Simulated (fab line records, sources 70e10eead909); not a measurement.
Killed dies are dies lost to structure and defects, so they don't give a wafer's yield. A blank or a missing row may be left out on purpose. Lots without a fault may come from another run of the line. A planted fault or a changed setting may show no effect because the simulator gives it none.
A struck lot beside a sound one | flow nand_harc | 14 steps out of a route of 1159
Sound: wafers L898.1, L898.3, L898.6. Struck: wafer L903.5. (L903.2, L903.4 of the same lot were not struck and are left out.) The cause comes at the end.
At each step with rows: each side's tool, then ch and its chambers, then its first start. Under that, the readings that differ: sound wafers | struck wafers | difference of the means | sigmas: that difference in standard deviations of wafers without a fault.
alike: readings whose means differ by less than 2 such deviations, and words and numbers that are the same on both sides. not compared: withheld readings, readings that some wafer has no value for, bounds like >300 that may hide the same value, and numbers for which the record gives no deviation and whose values overlap.
The two part at a step that has a row with sigmas, a row that says differs or no value, or rows on one side only. Numbers that don't overlap but have no deviation are shown without sigmas and don't part them. A reading that every wafer of one side lacks parts them only if that side has two wafers or more.

first, 4 steps without rows for these wafers: NHARC_A_WL_FILL_STRIP_28 (strips in post etch residue remover, time 1200 s); NHARC_A_WL_FILL_PRECLEAN_06 (cleans in DIW, time 300 s); NHARC_A_WL_FILL_SRD_07; NHARC_A_WL_FILL_ANNEAL_08 (time 1800 s).
NHARC_A_WL_FILL_ALD_10: deposits SiO2, target thk 50 nm, pulse time 10 s, ald cycles 500.
  sound on ald_hk-04 ch 0,1,3, day 16 11:33; struck on ald_hk-03 ch 3, day 18 23:08
  alike: heater_power_w, precursor_pulse_height_rel, susceptor_temp_C
  not compared: since_wet_clean_h
NHARC_A_WL_FILL_ETCHBACK_16: etches the open film in C4F8/O2/Ar, target depth 88 nm, time 17.6 s.
  sound on rie_diel-12 ch 0,1,3; struck on rie_diel-12 ch 1
  reading               | sound          | struck | difference | sigmas
  oes_product_au (a.u.) | 0.94 0.94 0.93 | 1.03   | +0.09      | +3
  alike: rf_fwd_power_W, rf_vpp_V, run_length_s
  not compared: rf_hours_counter_h
NHARC_A_WL_FILL_STRIP_29: strips in O2, time 20 s.
  sound on rie_diel-12 ch 2,3, day 16 16:16; struck on rie_diel-12 ch 0, day 19 01:50
  alike: drypump_motor_current_A, oes_product_au, rf_vpp_V, showerhead_plenum_p_Torr, throttle_valve_pct
  not compared: rf_hours_counter_h
NHARC_A_WL_FILL_ETCHBACK_17: etches the open film in Cl2/BCl3, target depth 4 nm, time 26.7 s.
  sound on rie_metal-03 ch 0,1, day 16 16:21; struck on rie_metal-03 ch 1, day 19 01:56
  alike: drypump_motor_current_A, he_backside_leak_sccm, oes_product_au, run_length_s
  not compared: rf_hours_counter_h
then, 3 steps without rows for these wafers: NHARC_A_WL_FILL_PRECLEAN_18 (cleans in dHF, time 30 s); NHARC_A_WL_FILL_SRD_21; NHARC_A_WL_FILL_CVD_23 (deposits poly-Si, target thk 40 nm, time 800 s).
NHARC_A_WL_FILL_ETCHBACK_26: etches the open film in HBr, target depth 52 nm, time 13.3 s.
  sound on rie_si-02 ch 1,3, day 16 21:34; struck on rie_si-02 ch 1, day 19 07:09
  reading          | sound          | struck | difference | sigmas
  run_length_s (s) | 34.5 34.5 35.0 | 31.2   | -3.5       | -11
  alike: drypump_motor_current_A, he_backside_leak_sccm, oes_product_au, throttle_valve_pct
  not compared: rf_fwd_power_W, rf_hours_counter_h
then, 1 step without rows for these wafers: NHARC_A_WL_FILL_PRECLEAN_30 (cleans in dHF, time 10 s).
NHARC_END_SORT_01:
  the record has rows for the sound wafers here (prober-01 ch 0, day 20 18:05) and none for the struck ones

WHERE THEY PART
First at NHARC_A_WL_FILL_ETCHBACK_16; last, within this record, at NHARC_END_SORT_01.

WHY: what the simulator had put in
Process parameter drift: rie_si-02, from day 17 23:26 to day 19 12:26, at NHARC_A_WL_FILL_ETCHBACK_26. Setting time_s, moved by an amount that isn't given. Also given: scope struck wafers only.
